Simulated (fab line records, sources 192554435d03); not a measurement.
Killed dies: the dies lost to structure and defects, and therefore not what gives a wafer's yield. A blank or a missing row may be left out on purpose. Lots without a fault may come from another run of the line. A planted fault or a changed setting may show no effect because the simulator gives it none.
Comparing a struck lot with a sound one :: flow n5 finfet :: 22 out of 1938 route steps
Sound: the wafers L365.1, L365.3, L365.5. Struck: wafer L351.6. (L351.1, L351.5 of the same lot were not struck and are left out.) The cause comes at the end.
Each step with rows lists, per side, the tool, then ch with its chambers, then its first start. Under that, the readings that differ: sound wafers :: struck wafers :: difference of the means :: sigmas: that difference in standard deviations of wafers without a fault.
alike: words and numbers the same on both sides, and readings whose means are apart by under 2 such deviations; not compared: readings that were withheld, readings missing a value for some wafer, numbers with overlapping values and no deviation given by the record, and bounds like >300 which may hide the same value.
Wherever a step has rows on one side only, a row that says differs or no value, or a row with sigmas, the two part there. Numbers that have no deviation but don't overlap get no sigmas and don't part them. A reading missing from all wafers of one side parts the sides only when that side holds two or more wafers.

first, 9 steps without rows for these wafers: N5_BEOL_M10_SOFTBAKE_06 (time 60 s); N5_BEOL_M10_EXPOSE_08 (exposes mask M10); N5_BEOL_M10_PEB_09 (peb time 60 s); N5_BEOL_M10_DEVELOP_10 (develop time 30 s); N5_BEOL_M10_DESCUM_16 (chemistry O2, time 7.9 s); N5_BEOL_M10_ETCH_61 (etches SiARC in CF4, target depth 39 nm, time 65 s); N5_BEOL_M10_ETCH_62 (etches SOC in N2/H2, target depth 110 nm, overetch 22 nm, time 165 s); N5_BEOL_M10_STRIP_68 (strips in N2/H2); N5_BEOL_M10_STRIP_67 (strips in CF4).
N5_BEOL_M10_HM_OPEN_17: chemistry Cl2/BCl3, target TiN, target depth 20 nm, overetch 6 nm.
  sound on rie metal-01 ch 0,1, day 15 12:19; struck on rie metal-01 ch 0, day 12 02:35
  alike: bias w, drypump motor current A, he backside leak sccm, oes product au, rf fwd power W, throttle valve pct
  not compared: rf hours counter h
then, 9 steps without rows for these wafers: N5_BEOL_M10_STRIP_19 (strips in O2); N5_BEOL_M10_COAT_63 (time 60 s, resist thk 100 nm); N5_BEOL_M10_COAT_64 (time 60 s, resist thk 30 nm); N5_BEOL_M10_COAT_22 (resist thk 90 nm); N5_BEOL_M10_EBR_24; N5_BEOL_M10_SOFTBAKE_23 (time 60 s); N5_BEOL_M10_EXPOSE_25 (exposes mask V9); N5_BEOL_M10_PEB_26 (peb time 60 s); N5_BEOL_M10_DEVELOP_27 (develop time 30 s).
N5_BEOL_M10_INSPECT_30: inspects for defects (brightfield).
  sound on defect inspect-02 at day 15 12:58; struck on defect inspect-01 at day 12 03:14
reading: raw defect count
sound: 414 607 399
struck: 727
difference: +254
sigmas: +3
then, 1 step without rows for these wafers: N5_BEOL_M10_DESCUM_33 (chemistry O2, time 7.9 s).
-- the record jumps here: 2 days lie between the struck wafers' starts before and after (it left off in module BEOL_M10 and takes up again in module PASSIVATION, whose first step shown is number 1936 of the route) --
N5_PASSIVATION_PROBE_49:
  only the struck wafers here have rows in the record (prober-02, day 14 09:45); the sound ones have none

== WHERE THEY PART ==
First at N5_BEOL_M10_INSPECT_30; last, within this record, at N5_PASSIVATION_PROBE_49.

WHY: the cause the simulator had injected
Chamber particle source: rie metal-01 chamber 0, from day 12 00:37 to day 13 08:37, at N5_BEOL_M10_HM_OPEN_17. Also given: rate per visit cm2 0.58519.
